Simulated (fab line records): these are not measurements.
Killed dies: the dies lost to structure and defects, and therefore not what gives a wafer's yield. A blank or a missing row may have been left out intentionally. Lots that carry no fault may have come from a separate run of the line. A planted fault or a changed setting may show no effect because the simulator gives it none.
Split-lot study | flow n5_finfet | 7 lots, 21 wafers read, on a route of 1938 steps

== ABOUT THE SPLIT ==
At N5_BEOL_M4_COAT_76 (time 60 s, resist thk 5 nm), the setting spin_rpm was moved away from the recipe's 1500 rpm on 10 of the 21 wafers read, by -4.4% to +10.5%. For the rest of the wafers, this setting stayed at what the recipe calls for.

== FROM THE SPLIT TO THE READING: what the file shows between them, 1 step ==
- N5_BEOL_M4_DESCUM_33: chemistry O2, time 7 s (also split here: time_s)

== THE READING ==
etch.depth_nm (the simulator's own value, which no gauge read), in nm, at N5_BEOL_M4_ETCH_77 (etches underlayer in N2/H2, target depth 6.5 nm, time 5.2 s). The file does not state a usual value for it. Average 5.006 nm, standard deviation 0.014 nm, over the 11 wafers here run with the recipe.

wafer  | tool, chamber at the split | spin_rpm as run, rpm | against the recipe | etch.depth_nm, nm | against lot-mates on the recipe
L076.3 | litho_track-05, 0          | 1657                 | +10.5%             | 4.762             | -0.231
L076.4 | litho_track-05, 0          | 1657                 | +10.5%             | 4.759             | -0.234
L076.6 | litho_track-05, 0          | 1500                 | recipe             | 4.993             | -
L079.1 | litho_track-05, 0          | 1554                 | +3.6%              | 4.901             | -0.096
L079.2 | litho_track-05, 0          | 1500                 | recipe             | 4.997             | -
L079.5 | litho_track-05, 0          | 1554                 | +3.6%              | 4.899             | -0.098
L078.1 | litho_track-02, 0          | 1648                 | +9.9%              | 4.781             | -0.227
L078.2 | litho_track-02, 0          | 1648                 | +9.9%              | 4.783             | -0.225
L078.5 | litho_track-02, 0          | 1500                 | recipe             | 5.008             | -
L081.1 | litho_track-05, 0          | 1636                 | +9.1%              | 4.791             | -0.199
L081.2 | litho_track-05, 0          | 1500                 | recipe             | 4.989             | -
L081.4 | litho_track-05, 0          | 1500                 | recipe             | 4.992             | -
L082.2 | litho_track-02, 0          | 1556                 | +3.7%              | 4.926             | -0.108
L082.3 | litho_track-02, 0          | 1556                 | +3.7%              | 4.932             | -0.102
L082.5 | litho_track-02, 0          | 1500                 | recipe             | 5.034             | -
L084.2 | litho_track-04, 0          | 1500                 | recipe             | 5.013             | -
L084.3 | litho_track-04, 0          | 1500                 | recipe             | 5.02              | -
L084.5 | litho_track-04, 0          | 1500                 | recipe             | 5.024             | -
L095.2 | litho_track-02, 0          | 1434                 | -4.4%              | 5.095             | +0.094
L095.3 | litho_track-02, 0          | 1500                 | recipe             | 5.005             | -
L095.5 | litho_track-02, 0          | 1500                 | recipe             | 4.996             | -

THE FIT
A straight line over all 21 wafers: etch.depth_nm changes by -0.023 nm for each +1% of spin_rpm; r = -0.99; the points scatter about the line by 0.014 nm.
The same after taking each lot's own level away (the mean of its wafers on the recipe; 21 wafers): -0.0225 nm for each +1%; r = -1.00; scatter 0.0084 nm.
That fit puts the effect of the largest move of spin_rpm on the reading at 0.24 nm.
Across the lots, their own levels run from 4.9905 to 5.0340 nm, a range of 3.1 times the standard deviation given above.
The two slopes are in agreement: the lot-to-lot level therefore moves the slope only a little.
Check: with one of the wafers moved furthest among these (+10.5%) left out of the fit, the line predicts -0.241 nm for it against its lot-mates. It came out at -0.231 nm against them.

== THE OTHER SPLITS THESE WAFERS WENT THROUGH ==
These wafers also went through other splits before the reading. Each is held against what the fit with the lots' levels taken away leaves over:
other split on the same wafers | wafers away from the commonest value | r with etch.depth_nm (lot level and that fit taken away)
N5_BEOL_M3_COAT_22 spin_rpm    | 13                                   | +0.20
N5_BEOL_M4_COAT_05 spin_rpm    | 6                                    | +0.41
N5_BEOL_M4_DESCUM_33 time_s    | 6                                    | -0.33

== THE FILE'S OWN FIT ==
etch.depth_nm changes by -0.0227 nm for each +1% of spin_rpm, r = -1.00.
